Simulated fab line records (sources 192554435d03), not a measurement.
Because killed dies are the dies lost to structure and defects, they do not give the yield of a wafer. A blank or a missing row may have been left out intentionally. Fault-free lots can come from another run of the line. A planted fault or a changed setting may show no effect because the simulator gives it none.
fab line records	flow n5Finfet
record lots=6	wafers=18	lastDay=18
route steps=1938 shown MOL_CONTACT_COAG@575 BEOL_M4@1111 PASSIVATION@1936
lots untouched by any fault: they come from a run of this same line in which no faults occurred
startH: hours from the record's opening day to when the first of the lot's shown wafers began	waitH: hours from the lot's prior step to this one	" as in the row above	L1.1+2: several wafers, shown together as one row	- no value, or no start was given	* or withheld: withheld	< > ~ a bound
route shown NAME@n: a module of which the file shows steps, and the number in the route of the first	usual: mean/standard deviation taken from wafers without a fault	same: alike in all rows	chamber/n: place in a boat	sites: readings site by site	_std_site: the standard deviation of these	_edge_site: mean of outer sites minus mean of inner sites	radiusMm: for every site, how far away it sits from the centre of the wafer	mask NAME#n: copy n	behind: the most recent tool/chamber to have shaped the wafer	hold: cause of the lot's hold/its duration in hours/its outcome	device: whichever transistor did not switch (one of n, p or np)	end of line: tests run on the same wafers once the route is complete	a step given without rows: its recipe and nothing more	killed: the dies lost at the first sort to structure and to defects; this is not the yield of the wafer	map: dies across one wafer; x = killed, . = not, _ = none there
set.NAME: setting as actually run; set.NAME@STEP: the setting as run at that earlier step	model.NAME: the simulator's own value behind a step, which no gauge read
lots at some steps of the route; a table a step, a row a wafer
services: from which hour (startH, from the record's first day; less than 0 if before it) a tool's chamber was out of use, for how many hours, and why
## steps
# step N5_MOL_CONTACT_COAG_INSPECT_57
# recipe mode=adi	inspectInstrument=brightfield
# usual rawDefectCount=215/54
lot.wafer	tool	chamber	startH	waitH	rawDefectCount
L158.1	defectInspect-02	-	131.38	0.1	338
L158.5	"	-	"	"	353
L158.6	"	-	"	"	320
L159.1	defectInspect-02	-	139.24	0.1	164
L159.3	"	-	"	"	226
L159.4	"	-	"	"	191
L171.2	defectInspect-02	-	211.48	0.0	184
L171.3	"	-	"	"	188
L171.5	"	-	"	"	193
L172.3	defectInspect-01	-	215.16	0.0	246
L172.5	"	-	"	"	138
L172.6	"	-	"	"	210
L174.1	defectInspect-01	-	224.09	0.1	295
L174.2	"	-	"	"	167
L174.4	"	-	"	"	237
L176.1	defectInspect-01	-	240.91	0.1	258
L176.4	"	-	"	"	175
L176.6	"	-	"	"	149
# step N5_MOL_CONTACT_COAG_DESCUM_88
# recipe chemistry=O2	timeS=7	sourcePowerW=50	biasPowerW=20	pressureMtorr=20	rfFrequencyHz=2.712e+07	tempC=40	resist=CAR-EUV	o2FlowSccm=225
# step N5_MOL_CONTACT_COAG_ETCH_89
# recipe chemistry=N2/H2	target=underlayer	targetDepthA=130	maskMaterial=CAR-EUV	timeS=10.4	ionEnergyEv=200	pressureMtorr=30	sourceW=840	biasW=150	n2FlowSccm=200	h2FlowSccm=200	ends=cleared
# step N5_MOL_CONTACT_COAG_ETCH_90
# recipe chemistry=CF4	target=SiARC	targetDepthA=130	maskMaterial=CAR-EUV	timeS=21.7	ionEnergyEv=80	pressureMtorr=40	sourceW=545	biasW=36	Ar_flow_sccm=100	cf4FlowSccm=100	ends=cleared
# step N5_MOL_CONTACT_COAG_ALD_131
# recipe material=SiO2	targetThkA=50	tempC=100	aldPrecursorFamily=BDEAS	aldCoReactant=O2-plasma	pulseTimeS=1	coReactantPulseTimeS=1	purgeTimeS=2	coReactantPurgeTimeS=2	aldCycles=35	pressureTorr=2
# usual heaterPowerW=78/7.2	precursorPulseHeightRel=1.000/0.019
lot.wafer	tool	chamber	startH	waitH	heaterPowerW	precursorPulseHeightRel
L158.1	aldSin-03	3	131.58	0.1	69	0.986
L158.5	"	2	"	"	76	0.993
L158.6	"	3	"	"	69	1.019
L159.1	aldSin-03	1	139.52	0.1	74	0.993
L159.3	"	2	"	"	77	0.997
L159.4	"	3	"	"	67	0.999
L171.2	aldSin-01	0	211.65	0.1	88	0.998
L171.3	"	3	"	"	82	0.988
L171.5	"	0	"	"	89	1.026
L172.3	aldSin-03	3	215.65	0.1	67	1.015
L172.5	"	2	"	"	82	1.041
L172.6	"	1	"	"	72	1.022
L174.1	aldSin-04	1	224.72	0.5	80	1.004
L174.2	"	0	"	"	90	1.007
L174.4	"	2	"	"	78	1.007
L176.1	aldSin-04	3	241.12	0.1	68	0.976
L176.4	"	3	"	"	67	0.998
L176.6	"	2	"	"	80	1.018
# step N5_MOL_CONTACT_COAG_ETCHBACK_132
# recipe chemistry=CHF3	target=SiO2	targetDepthA=100	timeS=6.7	ionEnergyEv=200	pressureMtorr=30	sourceW=610	biasW=170	Ar_flow_sccm=200	CHF3_flow_sccm=50
# step N5_MOL_CONTACT_COAG_ETCH_91
# recipe chemistry=N2/H2	target=SOC	targetDepthA=600	overetchA=210	maskMaterial=SiARC	tempC=40	timeS=101.2	ionEnergyEv=200	pressureMtorr=30	sourceW=840	biasW=150	n2FlowSccm=200	h2FlowSccm=200
# usual drypumpMotorCurrentA=5.7/0.43	h2FlowSccm=199.9/0.59	oesProductAu=0.66/0.077	rfFwdPowerW=835.0/2.5	rfVppV=523.9/2.9	showerheadPlenumPTorr=2.55/0.097	tempC=40.00/0.12	throttleValvePct=17.87/0.26
# same timeS=101.2
lot.wafer	tool	chamber	startH	waitH	drypumpMotorCurrentA	h2FlowSccm	oesProductAu	rfFwdPowerW	rfHoursCounterH	rfVppV	showerheadPlenumPTorr	tempC	throttleValvePct
L158.1	rieDiel-01	0	131.79	0.0	5.5	199.8	0.63	833.6	158	526.9	2.65	39.94	17.94
L158.5	"	2	"	"	5.8	199.3	0.60	834.0	-	523.1	2.54	39.92	17.94
L158.6	"	1	"	"	5.4	200.0	0.60	833.2	-	520.0	2.42	40.10	18.36
L159.1	rieDiel-06	3	139.74	0.0	5.6	199.9	0.80	834.6	4	521.7	2.50	39.91	17.99
L159.3	"	2	"	"	5.4	199.5	0.58	833.8	240	525.8	2.60	39.76	18.00
L159.4	"	2	"	"	5.4	200.4	0.58	837.8	-	527.5	2.60	39.89	17.98
L171.2	rieDiel-06	3	211.86	0.0	5.6	200.4	0.73	832.6	32	521.1	2.48	39.91	18.01
L171.3	"	1	"	"	5.5	199.5	0.75	835.5	24	522.6	2.50	39.99	17.47
L171.5	"	1	"	"	5.5	200.0	0.74	834.7	-	519.8	2.50	39.93	17.46
L172.3	rieDiel-06	3	215.87	0.0	5.6	199.2	0.73	835.7	33	522.9	2.48	39.93	18.01
L172.5	"	3	"	"	5.6	200.0	0.73	837.1	-	523.2	2.48	39.88	18.03
L172.6	"	1	"	"	5.5	200.2	0.75	841.8	-	521.1	2.49	39.89	17.47
L174.1	rieDiel-01	1	224.94	0.0	5.3	200.8	0.59	837.7	231	520.4	2.41	39.94	18.40
L174.2	"	0	"	"	5.5	200.2	0.61	836.3	191	526.7	2.64	40.22	17.99
L174.4	"	2	"	"	5.8	200.0	0.57	831.9	219	523.6	2.52	40.00	17.99
L176.1	rieDiel-03	3	241.34	0.0	6.6	199.9	0.69	832.8	96	528.3	2.66	39.95	17.49
L176.4	"	1	"	"	5.6	199.6	0.81	834.8	7	524.1	2.63	40.26	17.97
L176.6	"	3	"	"	6.6	200.8	0.68	830.0	-	526.2	2.66	39.94	17.50
# step N5_MOL_CONTACT_COAG_STRIP_92
# recipe chemistry=N2/H2	tempC=40	n2FlowSccm=200	h2FlowSccm=200	rfFrequencyHz=6e+07
# step N5_MOL_CONTACT_COAG_STRIP_93
# recipe chemistry=N2/H2	tempC=40	n2FlowSccm=200	h2FlowSccm=200	rfFrequencyHz=6e+07
# step N5_MOL_CONTACT_COAG_ETCHBACK_135
# recipe chemistry=CHF3	target=SiO2	targetDepthA=250	timeS=16.7	ionEnergyEv=200	pressureMtorr=30	sourceW=610	biasW=170	Ar_flow_sccm=200	CHF3_flow_sccm=50
# usual CHF3_flow_sccm=50.00/0.16	drypumpMotorCurrentA=5.7/0.42	mfcArSccm=200.0/0.58	oesProductAu=0.79/0.097	rfFwdPowerW=599.9/2.6	rfVppV=526/7.3	showerheadPlenumPTorr=2.38/0.089	throttleValvePct=18.77/0.23
# same timeS=16.7
lot.wafer	tool	chamber	startH	waitH	CHF3_flow_sccm	drypumpMotorCurrentA	mfcArSccm	oesProductAu	rfFwdPowerW	rfHoursCounterH	rfVppV	showerheadPlenumPTorr	throttleValvePct
L158.1	rieDiel-01	0	131.88	0.0	49.60	5.5	199.5	0.75	602.2	158	529	2.48	18.74
L158.5	"	2	"	"	49.96	5.8	199.8	0.70	597.9	-	512	2.37	18.84
L158.6	"	1	"	"	50.14	5.4	199.4	0.71	599.8	-	521	2.27	19.23
L159.1	rieDiel-06	3	139.83	0.0	50.05	5.6	200.5	0.95	600.9	5	522	2.35	18.87
L159.3	"	2	"	"	50.21	5.4	199.8	0.69	600.6	240	537	2.43	18.78
L159.4	"	2	"	"	49.95	5.4	199.9	0.69	603.3	-	535	2.43	18.80
L171.2	rieDiel-06	3	211.95	0.0	49.96	5.5	199.3	0.89	598.6	32	521	2.34	18.95
L171.3	"	1	"	"	49.86	5.5	199.7	0.91	601.1	24	514	2.32	18.25
L171.5	"	1	"	"	49.77	5.4	199.7	0.90	602.6	-	515	2.32	18.26
L172.3	rieDiel-06	3	215.96	0.0	50.27	5.6	200.9	0.88	599.8	34	519	2.34	18.93
L172.5	"	3	"	"	50.11	5.5	200.5	0.88	600.2	-	521	2.34	18.96
L172.6	"	1	"	"	50.01	5.5	199.2	0.91	600.7	-	514	2.32	18.26
L174.1	rieDiel-01	1	225.03	0.0	50.21	5.3	200.9	0.69	600.8	231	519	2.26	19.26
L174.2	"	0	"	"	50.11	5.5	200.1	0.72	599.8	191	530	2.46	18.78
L174.4	"	2	"	"	50.20	5.8	199.6	0.68	599.5	219	514	2.36	18.89
L176.1	rieDiel-03	3	241.43	0.0	50.13	6.6	200.2	0.80	601.6	96	535	2.50	18.57
L176.4	"	1	"	"	49.96	5.7	200.6	0.99	595.4	7	521	2.45	18.79
L176.6	"	3	"	"	49.96	6.6	200.0	0.81	601.5	-	535	2.50	18.59
# step N5_MOL_CONTACT_COAG_STRIP_118
# recipe chemistry=CHF3	resist=SiARC	rfFrequencyHz=6e+07
# step N5_MOL_CONTACT_COAG_VIA_ETCH_46
# recipe chemistry=C4F6/O2	targetDepthA=460	overetchA=92	maskMaterial=SOC	target=SiO2	biasW=455	pressureMtorr=10	timeS=40	sourceW=325	Ar_flow_sccm=300	C4F6_flow_sccm=10	O2_flow_sccm=10	ionEnergyEv=575.3	ends=endPoint
# usual drypumpMotorCurrentA=5.7/0.43	mfcArSccm=300.0/0.77	oes_o_777_au=0.78/0.085	oesProductAu=0.71/0.081	rfFwdPowerW=323.1/1.1	rfVppV=1592/21	showerheadPlenumPTorr=2.84/0.11	throttleValvePct=41.0/0.34
lot.wafer	tool	chamber	startH	waitH	drypumpMotorCurrentA	mfcArSccm	oes_o_777_au	oesProductAu	rfFwdPowerW	rfHoursCounterH	rfVppV	showerheadPlenumPTorr	throttleValvePct
L158.1	rieDiel-01	0	131.91	0.0	5.5	300.7	0.72	0.68	320.4	158	1601	2.96	41.0
L158.5	"	2	"	"	5.8	298.4	0.72	0.65	322.2	-	1557	2.83	41.2
L158.6	"	1	"	"	5.4	300.0	0.75	0.64	324.9	-	1575	2.71	41.5
L159.1	rieDiel-06	3	139.86	0.0	5.5	299.6	0.92	0.85	323.1	5	1581	2.80	41.3
L159.3	"	2	"	"	5.3	300.1	0.68	0.62	325.8	240	1620	2.89	40.7
L159.4	"	2	"	"	5.3	299.7	0.69	0.63	325.8	-	1620	2.89	40.7
L171.2	rieDiel-06	3	211.99	0.0	5.5	298.7	0.86	0.78	323.7	32	1581	2.79	41.3
L171.3	"	1	"	"	5.5	300.4	0.89	0.81	323.4	24	1559	2.76	40.2
L171.5	"	1	"	"	5.5	299.2	0.88	0.81	322.1	-	1559	2.76	40.2
L172.3	rieDiel-06	3	215.99	0.0	5.5	299.7	0.85	0.77	322.0	34	1581	2.79	41.3
L172.5	"	3	"	"	5.6	300.8	0.86	0.78	323.3	-	1581	2.79	41.3
L172.6	"	1	"	"	5.5	300.1	0.89	0.80	323.0	-	1559	2.76	40.2
L174.1	rieDiel-01	1	225.06	0.0	5.3	300.1	0.73	0.62	321.4	231	1574	2.70	41.5
L174.2	"	0	"	"	5.5	298.2	0.69	0.65	322.7	191	1600	2.94	41.0
L174.4	"	2	"	"	5.8	300.3	0.69	0.62	322.8	219	1556	2.81	41.2
L176.1	rieDiel-03	3	241.46	0.0	6.6	299.8	0.80	0.72	321.9	96	1617	2.98	40.5
L176.4	"	1	"	"	5.7	300.1	0.97	0.86	324.1	7	1580	2.93	41.2
L176.6	"	3	"	"	6.6	299.7	0.80	0.72	320.6	-	1617	2.98	40.6
# step N5_MOL_CONTACT_COAG_STRIP_96
# recipe chemistry=N2/H2	powerW=500	tempC=40	pressureMtorr=50	rfFrequencyHz=6e+07	overashFraction=0.3	biasPowerW=28	h2Frac=0.5	n2FlowSccm=300	h2FlowSccm=300
# usual biasPowerW=28.00/0.082	drypumpMotorCurrentA=5.7/0.43	h2FlowSccm=300.0/0.78	oesProductAu=0.79/0.096	powerW=500.1/1.6	rfVppV=122.0/1.4	showerheadPlenumPTorr=3.36/0.12	tempC=40.00/0.11	throttleValvePct=19.0/0.4
lot.wafer	tool	chamber	startH	waitH	biasPowerW	drypumpMotorCurrentA	h2FlowSccm	oesProductAu	powerW	rfHoursCounterH	rfVppV	showerheadPlenumPTorr	tempC	throttleValvePct
L158.1	rieDiel-01	0	131.98	0.0	28.01	5.5	299.6	0.74	499.3	158	120.4	3.50	40.05	19.3
L158.5	"	2	"	"	27.87	5.8	298.6	0.70	500.7	-	120.7	3.35	39.97	18.8
L158.6	"	1	"	"	27.89	5.4	300.6	0.71	499.1	-	120.3	3.20	39.83	19.4
L159.1	rieDiel-06	3	139.93	0.0	27.99	5.5	299.8	0.95	499.8	5	120.9	3.30	39.95	19.3
L159.3	"	2	"	"	28.09	5.3	299.7	0.70	497.2	240	123.0	3.44	39.93	19.2
L159.4	"	2	"	"	28.06	5.4	300.2	0.69	498.3	-	122.2	3.44	40.05	19.2
L171.2	rieDiel-06	3	212.05	0.0	27.95	5.6	299.3	0.88	558.5	32	120.8	3.28	39.95	19.3
L171.3	"	1	"	"	27.83	5.5	299.1	0.92	501.6	24	120.9	3.30	39.84	18.6
L171.5	"	1	"	"	27.93	5.5	300.8	0.90	502.2	-	119.9	3.30	39.74	18.6
L172.3	rieDiel-06	3	216.06	0.0	28.06	5.6	299.9	0.87	558.1	34	122.2	3.28	39.97	19.3
L172.5	"	3	"	"	28.05	5.6	299.8	0.87	558.1	-	121.8	3.28	39.84	19.3
L172.6	"	1	"	"	27.96	5.5	299.8	0.91	499.5	-	121.5	3.30	39.83	18.6
L174.1	rieDiel-01	1	225.13	0.0	28.07	5.4	297.5	0.70	502.2	231	121.7	3.18	40.09	19.5
L174.2	"	0	"	"	27.97	5.5	300.8	0.73	499.2	191	121.8	3.48	39.93	19.4
L174.4	"	2	"	"	27.98	5.9	299.2	0.68	499.5	219	123.9	3.33	40.10	18.8
L176.1	rieDiel-03	3	241.53	0.0	28.09	6.6	300.9	0.79	499.6	96	123.5	3.50	40.09	18.3
L176.4	"	1	"	"	28.02	5.7	299.5	0.97	496.7	7	122.0	3.46	39.93	19.4
L176.6	"	3	"	"	28.01	6.6	301.1	0.80	498.7	-	123.8	3.50	40.28	18.3
# step N5_MOL_CONTACT_COAG_ETCH_47
# recipe chemistry=CH3F/O2	target=SiNx	targetDepthA=270	maskMaterial=SiO2	stopOn=W	overEtchFrac=0.2	ionEnergyEv=120	endpoint=OES-CN	pressureMtorr=30	sourceW=395	biasW=73	Ar_flow_sccm=150	CH3F_flow_sccm=30	O2_flow_sccm=20	ends=endPoint
# usual drypumpMotorCurrentA=5.7/0.43	etchRfOnTimeS=31.3/0.54	mfcArSccm=150.0/0.48	oes_o_777_au=0.78/0.089	oesProductAu=0.70/0.086	rfFwdPowerW=386.4/1.6	rfVppV=298/4.2	showerheadPlenumPTorr=2.00/0.077	throttleValvePct=16.40/0.24
lot.wafer	tool	chamber	startH	waitH	drypumpMotorCurrentA	etchRfOnTimeS	mfcArSccm	oes_o_777_au	oesProductAu	rfFwdPowerW	rfHoursCounterH	rfVppV	showerheadPlenumPTorr	throttleValvePct
L158.1	rieDiel-01	0	132.02	0.0	5.5	31.9	150.2	0.73	0.66	384.3	158	300	2.08	16.35
L158.5	"	2	"	"	5.8	31.9	150.5	0.72	0.63	386.1	-	291	1.99	16.48
L158.6	"	1	"	"	5.3	31.4	150.1	0.75	0.64	386.9	-	295	1.90	16.86
L159.1	rieDiel-06	3	139.97	0.0	5.5	30.5	150.5	0.94	0.85	385.6	5	297	1.97	16.46
L159.3	"	2	"	"	5.3	31.3	150.6	0.69	0.62	388.4	240	303	2.04	16.45
L159.4	"	2	"	"	5.3	31.6	149.9	0.69	0.61	388.5	-	306	2.04	16.45
L171.2	rieDiel-06	3	212.09	0.0	5.5	30.9	150.7	0.86	0.79	384.2	33	296	1.96	16.50
L171.3	"	1	"	"	5.5	30.9	149.9	0.90	0.81	387.8	24	292	1.94	15.83
L171.5	"	1	"	"	5.5	30.5	149.8	0.91	0.81	387.4	-	292	1.94	15.84
L172.3	rieDiel-06	3	216.10	0.0	5.5	30.7	150.2	0.87	0.80	386.4	34	296	1.96	16.50
L172.5	"	3	"	"	5.5	30.8	149.8	0.87	0.79	385.8	-	296	1.96	16.52
L172.6	"	1	"	"	5.5	30.8	149.7	0.89	0.81	386.8	-	293	1.94	15.85
L174.1	rieDiel-01	1	225.17	0.0	5.3	31.2	149.8	0.72	0.63	389.2	231	296	1.89	16.90
L174.2	"	0	"	"	5.5	31.3	150.1	0.70	0.65	385.5	191	299	2.07	16.41
L174.4	"	2	"	"	5.8	32.2	149.8	0.70	0.62	386.4	219	291	1.98	16.55
L176.1	rieDiel-03	3	241.57	0.0	6.6	32.1	150.4	0.79	0.71	384.5	96	305	2.10	16.21
L176.4	"	1	"	"	5.7	30.4	150.1	0.98	0.87	384.5	7	296	2.06	16.33
L176.6	"	3	"	"	6.6	32.1	150.2	0.79	0.71	386.9	-	303	2.10	16.23
# step N5_BEOL_M4_RC_MEAS_101
# usual DIBL_N=36.4/1.6	DIBL_P=36.2/1.8	IOFF_N=0.159/0.029	IOFF_P=0.21/0.034	ION_N=670/12	ION_P=459/8.2	SS_N=71.5/0.59	SS_P=73.2/0.54	VT_N=250/3.3	VT_P=-250/3.7
lot.wafer	tool	chamber	startH	waitH	DIBL_N[mV/V]	DIBL_P[mV/V]	IOFF_N[nA/um]	IOFF_P[nA/um]	ION_N[uA/um]	ION_P[uA/um]	SS_N[mV/dec]	SS_P[mV/dec]	VT_N[mV]	VT_P[mV]
L159.1	prober-01	0	216.57	0.0	34.2	34.3	0.129	0.20	666	457	70.5	72.3	249	-251
L159.3	"	0	"	"	35.8	36.2	0.162	0.22	677	465	72.7	73.8	246	-247
L159.4	"	0	"	"	35.6	35.2	0.148	0.21	679	461	71.7	73.2	250	-246
L158.1	prober-02	0	217.70	0.0	36.9	38.3	0.168	0.21	670	454	71.9	73.0	248	-253
L158.5	"	0	"	"	35.8	37.0	0.154	0.19	668	457	71.7	73.5	250	-251
L158.6	"	0	"	"	36.5	38.1	0.169	0.22	677	468	72.0	73.5	249	-250
L171.2	prober-01	0	290.46	0.2	36.5	37.1	0.165	0.23	676	465	70.7	73.9	249	-245
L171.3	"	0	"	"	37.3	39.1	0.171	0.25	663	459	71.2	74.0	250	-249
L171.5	"	0	"	"	36.2	37.5	0.159	0.23	673	471	70.4	72.7	250	-246
L172.3	prober-02	0	294.08	0.3	37.1	35.8	0.149	0.22	675	468	71.9	73.7	248	-250
L172.5	"	0	"	"	36.1	35.0	0.148	0.22	665	458	71.8	73.3	251	-248
L172.6	"	0	"	"	37.3	35.3	0.160	0.21	673	461	71.1	72.7	250	-250
L174.1	prober-02	0	310.94	0.0	37.1	37.5	0.159	0.17	675	452	71.4	72.2	250	-256
L174.2	"	0	"	"	38.1	38.0	0.164	0.18	668	445	71.3	73.0	249	-256
L174.4	"	0	"	"	37.7	37.7	0.155	0.17	675	447	72.1	72.6	251	-258
L176.1	prober-02	0	335.18	0.0	34.1	35.5	0.141	0.23	670	476	71.9	73.0	250	-247
L176.4	"	0	"	"	35.7	37.1	0.160	0.26	663	464	71.1	73.7	249	-245
L176.6	"	0	"	"	38.0	39.3	0.218	0.31	701	481	71.8	74.1	245	-240
# step N5_PASSIVATION_PROBE_49
# usual defectLimitedYield=91.1/1.5	killed_at_M0_to_M3=33/9.9	killed_at_M4_up=14/5.2	killedAtContacts=12/6.7	killedAtFrontEnd=43/13	killedAtOther=3.4/2.7	killedDies=105/17	killedOpen=69/13	killedShort=33/7.5	sort_bin_5_function=5.2/0.91	sort_bin_6_memory=3.3/0.71	sortNPass=1075/17	sortYieldPct=91.1/1.5
# same grossDies=1180	killedAtBackSide=0	sort_bin_4_leakage[%]=0	sort_bin_8_speed[%]=0
lot.wafer	tool	chamber	startH	waitH	defectLimitedYield[%]	killed_at_M0_to_M3	killed_at_M4_up	killedAtContacts	killedAtFrontEnd	killedAtOther	killedDies	killedOpen	killedShort	sort_bin_5_function[%]	sort_bin_6_memory[%]	sortNPass	sortYieldPct[%]
L158.1	prober-01	-	316.83	0.0	91.2	28	19	12	40	5	104	74	30	5.2	3.4	1076	91.2
L158.5	prober-01	-	317.03	0.2	89.8	27	18	6	64	5	120	72	45	5.9	4.0	1060	89.8
L158.6	prober-01	-	317.08	0.3	90.1	31	17	4	58	7	117	70	43	5.8	3.6	1063	90.1
L159.1	prober-01	-	328.79	0.0	90.5	20	7	19	54	12	112	74	35	5.7	3.5	1068	90.5
L159.3	prober-01	-	328.89	0.1	92.5	12	8	20	46	2	88	55	33	4.1	3.2	1092	92.5
L159.4	prober-01	-	328.94	0.2	90.3	19	15	19	61	0	114	81	31	4.7	4.7	1066	90.3
L171.2	prober-02	-	388.24	0.1	93.6	12	19	13	30	1	75	49	23	3.2	2.8	1105	93.6
L171.3	prober-02	-	388.29	0.1	91.9	21	10	28	32	4	95	71	22	4.7	3.2	1085	91.9
L171.5	prober-02	-	388.39	0.2	93.5	18	15	8	33	3	77	46	30	3.5	2.6	1103	93.5
# killed by level:class
L158.1 DUMMY_GATE:geometricParticle:open=13 MOL_CONTACT_COAG:geometricParticle:open=11 BEOL_M0_SAQP:geometricParticle:open=8 BEOL_M0_SAQP:geometricParticle:short=7 BEOL_M3:geometricParticle:open=6 FIN_SAQP:geometricParticle:short=5 STI_FIN_REVEAL:geometricParticle:open=5 BEOL_M5:geometricParticle:open=5
L158.5 FIN_SAQP:geometricParticle:open=19 FIN_SAQP:geometricParticle:short=12 BEOL_M0_SAQP:geometricParticle:open=10 BEOL_M5:geometricParticle:open=9 GATE_CUT:geometricParticle:short=8 DUMMY_GATE:geometricParticle:open=7 BEOL_M0_SAQP:geometricParticle:short=7 MOL_CONTACT_COAG:geometricParticle:short=4
L158.6 FIN_SAQP:geometricParticle:short=14 STI_FIN_REVEAL:geometricParticle:open=12 FIN_SAQP:geometricParticle:open=9 BEOL_M0_SAQP:geometricParticle:open=9 DUMMY_GATE:geometricParticle:open=9 BEOL_M0_SAQP:geometricParticle:short=9 BEOL_M4:geometricParticle:open=7 MOL_CONTACT_COAG:geometricParticle:open=4
L159.1 MOL_CONTACT_COAG:geometricParticle:open=18 STI_FIN_REVEAL:geometricParticle:open=14 FIN_SAQP:geometricParticle:open=11 FIN_SAQP:geometricParticle:short=9 BEOL_M2:geometricParticle:open=6 BEOL_M0_SAQP:geometricParticle:short=5 DUMMY_GATE:geometricParticle:open=4 GATE_CUT:geometricParticle:short=4
L159.3 MOL_CONTACT_COAG:geometricParticle:open=14 FIN_SAQP:geometricParticle:short=13 FIN_SAQP:geometricParticle:open=9 DUMMY_GATE:geometricParticle:open=6 MOL_CONTACT_COAG:geometricParticle:short=6 BEOL_M4:geometricParticle:open=5 STI_FIN_REVEAL:geometricParticle:short=4 BEOL_M0_SAQP:geometricParticle:open=3
L159.4 MOL_CONTACT_COAG:geometricParticle:open=15 FIN_SAQP:geometricParticle:short=14 FIN_SAQP:geometricParticle:open=14 STI_FIN_REVEAL:geometricParticle:open=11 BEOL_M0_SAQP:geometricParticle:open=11 BEOL_M4:geometricParticle:open=6 DUMMY_GATE:geometricParticle:open=4 MOL_CONTACT_COAG:geometricParticle:short=4
L171.2 MOL_CONTACT_COAG:geometricParticle:open=11 BEOL_M4:geometricParticle:open=8 FIN_SAQP:geometricParticle:open=6 BEOL_M2:geometricParticle:open=6 FIN_SAQP:geometricParticle:short=4 GATE_CUT:geometricParticle:short=4 BEOL_M5:geometricParticle:open=4 DUMMY_GATE:geometricParticle:open=3
L171.3 MOL_CONTACT_COAG:geometricParticle:open=26 STI_FIN_REVEAL:geometricParticle:open=11 BEOL_M3:geometricParticle:open=11 BEOL_M4:geometricParticle:open=5 FIN_SAQP:geometricParticle:open=4 FIN_SAQP:geometricParticle:short=4 GATE_CUT:geometricParticle:short=4 BEOL_M3:geometricParticle:short=3
L171.5 FIN_SAQP:geometricParticle:short=11 MOL_CONTACT_COAG:geometricParticle:open=8 STI_FIN_REVEAL:geometricParticle:open=5 BEOL_M3:geometricParticle:open=5 BEOL_M4:geometricParticle:open=5 GATE_CUT:geometricParticle:short=4 BEOL_M1:geometricParticle:open=4 BEOL_M4:geometricParticle:short=4
## services
tool	chamber	startH	hours	kind
aldSin-03	2	108.13	17.3	repair
aldSin-03	1	117.65	21.3	repair
rieDiel-06	-	127.09	0.4	repair
rieDiel-03	2	127.13	-	clean
rieDiel-03	2	127.13	-	consumableReplace:focusRing
rieDiel-03	2	127.13	-	consumableReplace:showerhead
rieDiel-03	2	127.13	11.0	scheduledDown
rieDiel-03	2	127.13	11.0	ventCycle
rieDiel-06	1	130.24	-	clean
rieDiel-06	1	130.24	-	consumableReplace:focusRing
rieDiel-06	1	130.24	18.3	scheduledDown
rieDiel-06	1	130.24	18.3	ventCycle
aldSin-04	3	162.91	8.3	repair
rieDiel-06	2	166.95	-	clean
rieDiel-06	2	166.95	-	consumableReplace:focusRing
rieDiel-06	2	166.95	22.3	scheduledDown
rieDiel-06	2	166.95	22.3	ventCycle
aldSin-03	-	177.52	14.0	pm
rieDiel-03	2	177.94	5.5	repair
rieDiel-06	0	200.50	16.6	repair
rieDiel-03	-	205.84	0.2	repair
aldSin-03	0	209.43	8.8	repair
rieDiel-03	2	220.89	7.3	repair
aldSin-04	0	230.11	12.6	repair
## key
firstSign step=N5_MOL_CONTACT_COAG_STRIP_96	reading=powerW	direction=up	sigmas=37	usual=*	struck=*
effect none on later readings
metAt N5_MOL_CONTACT_COAG_STRIP_96
struckWafers L171.2,L172.3,L172.5
onsetBetween 139.93 212.05
fault kind=processParameterDrift	tool=rieDiel-06	chamber=3	onsetH=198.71	steps=N5_MOL_CONTACT_COAG_STRIP_96	channel=powerW	offset=*	shape=step	endH=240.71	actsIn=*	stated=*
